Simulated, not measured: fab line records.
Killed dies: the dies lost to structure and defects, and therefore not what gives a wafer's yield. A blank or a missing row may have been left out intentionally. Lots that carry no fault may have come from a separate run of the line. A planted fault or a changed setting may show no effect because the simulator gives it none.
Which tool is to blame? + flow n5Finfet + 12 lots with 34 wafers sampled at 2 steps, on a route of 1938 steps

WHAT EACH GAUGE READ, for each wafer
N5_PASSIVATION_OVL_MEAS_66. Usual: PASS_OPEN_OVL gives 0 nm (standard deviation 5.6).
| lot  | measured     | on         | PASS_OPEN_OVL (nm) | flag |
|------|--------------|------------|--------------------|------|
| L416 | day 12 10:34 | overlay-01 | -3 -5 1            |      |
| L415 | day 12 16:16 | overlay-02 | 9 2 10             |      |
| L418 | day 12 16:20 | overlay-02 | 5 5 5              |      |
| L419 | day 12 20:50 | overlay-02 | 7 -4 -2            |      |
| L417 | day 13 09:08 | overlay-02 | 2 -10 -8           |      |
| L422 | day 13 16:23 | overlay-02 | 10 10 2            |      |
| L423 | day 13 20:11 | overlay-02 | -4 -4              |      |
| L428 | day 14 22:10 | overlay-01 | -9 -5 0            |      |
| L431 | day 16 04:37 | overlay-01 | 4 4 12             |      |
| L432 | day 16 04:40 | overlay-01 | -2 1 -2            |      |
| L434 | day 16 13:43 | overlay-02 | -9 2               |      |
| L436 | day 17 05:11 | overlay-01 | -1 -8 1            |      |

WHICH TOOL RAN EACH LOT (tool, then ch and the chambers of the sampled wafers, then the start)
| lot  | N5_BEOL_M7_ETCH_41                |
|------|-----------------------------------|
| L416 | rieDiel-06 ch 0,1, day 9 06:18    |
| L415 | rieDiel-02 ch 1,2, day 9 06:33    |
| L418 | rieDiel-06 ch 1,2, day 9 19:08    |
| L419 | rieDiel-04 ch 1,2, day 9 22:30    |
| L417 | rieDiel-02 ch 0,1,3, day 10 02:38 |
| L422 | rieDiel-02 ch 1,2,3, day 10 10:17 |
| L423 | rieDiel-06 ch 1,2, day 10 21:59   |
| L428 | rieDiel-02 ch 0,1,2, day 12 02:07 |
| L431 | rieDiel-06 ch 0,1,2, day 12 22:46 |
| L432 | rieDiel-04 ch 2,3, day 13 00:18   |
| L434 | rieDiel-06 ch 1,2, day 13 16:56   |
| L436 | rieDiel-06 ch 1,3, day 14 06:37   |
- N5_BEOL_M7_ETCH_41: etches SiCN in CH3F/O2, target depth 31.9 nm, time 57.8 s.

AS READ BY THE TOOLS THEMSELVES (means over the sampled wafers that have a number; for cases with no such wafer, the mark the record gives instead)
N5_BEOL_M7_ETCH_41. Usual: drypumpMotorCurrentA 5.8 A, standard deviation 0.41; oesProductAu 0.78 a.u., standard deviation 0.059; rfVppV 297.6 V, standard deviation 1.7; showerheadPlenumPTorr 2.02 Torr, standard deviation 0.085; throttleValvePct 16.30 %, standard deviation 0.27.
| lot  | tool       | drypumpMotorCurrentA (A) | oesProductAu (a.u.) | rfVppV (V) | showerheadPlenumPTorr (Torr) | throttleValvePct (%) | flag |
|------|------------|--------------------------|---------------------|------------|------------------------------|----------------------|------|
| L416 | rieDiel-06 | 5.8                      | 0.75                | 295.5      | 1.92                         | 16.29                |      |
| L415 | rieDiel-02 | 6.2                      | 0.82                | 297.7      | 1.99                         | 16.39                |      |
| L418 | rieDiel-06 | 6.1                      | 0.82                | 298.8      | 2.05                         | 16.09                |      |
| L419 | rieDiel-04 | 5.4                      | 0.78                | 297.2      | 1.95                         | 16.42                |      |
| L417 | rieDiel-02 | 5.5                      | 0.81                | 298.9      | 2.11                         | 16.20                |      |
| L422 | rieDiel-02 | 6.0                      | 0.83                | 298.0      | 2.05                         | 16.17                |      |
| L423 | rieDiel-06 | 6.1                      | 0.82                | 297.7      | 2.02                         | 16.09                |      |
| L428 | rieDiel-02 | 5.7                      | 0.78                | 297.9      | 2.04                         | 16.44                |      |
| L431 | rieDiel-06 | 5.9                      | 0.77                | 297.1      | 1.98                         | 16.22                |      |
| L432 | rieDiel-04 | 5.6                      | 0.80                | 295.6      | 1.95                         | 16.41                |      |
| L434 | rieDiel-06 | 6.1                      | 0.80                | 297.7      | 2.01                         | 16.12                |      |
| L436 | rieDiel-06 | 5.8                      | 0.74                | 297.5      | 2.01                         | 16.22                |      |

THE ANSWER, worked out from the rows above alone
Rule: a lot is off if the mean of its wafers that have a number lies more than 3 standard deviations from the usual mean. A lot without any number at a reading at which 4 lots or more have one is off too. Where the step has rows for the other lots, those lots are counted as sound. Order of review: gauges by route order, followed by the tools' own readings, for which a lot's mean as printed above is used. At the first step where some lot is off, the reading lying furthest off is the one used; lots without a number count as furthest.
No lot is off at any reading shown: from this, nothing can be told.

WHAT THE SIMULATOR HAD PUT IN
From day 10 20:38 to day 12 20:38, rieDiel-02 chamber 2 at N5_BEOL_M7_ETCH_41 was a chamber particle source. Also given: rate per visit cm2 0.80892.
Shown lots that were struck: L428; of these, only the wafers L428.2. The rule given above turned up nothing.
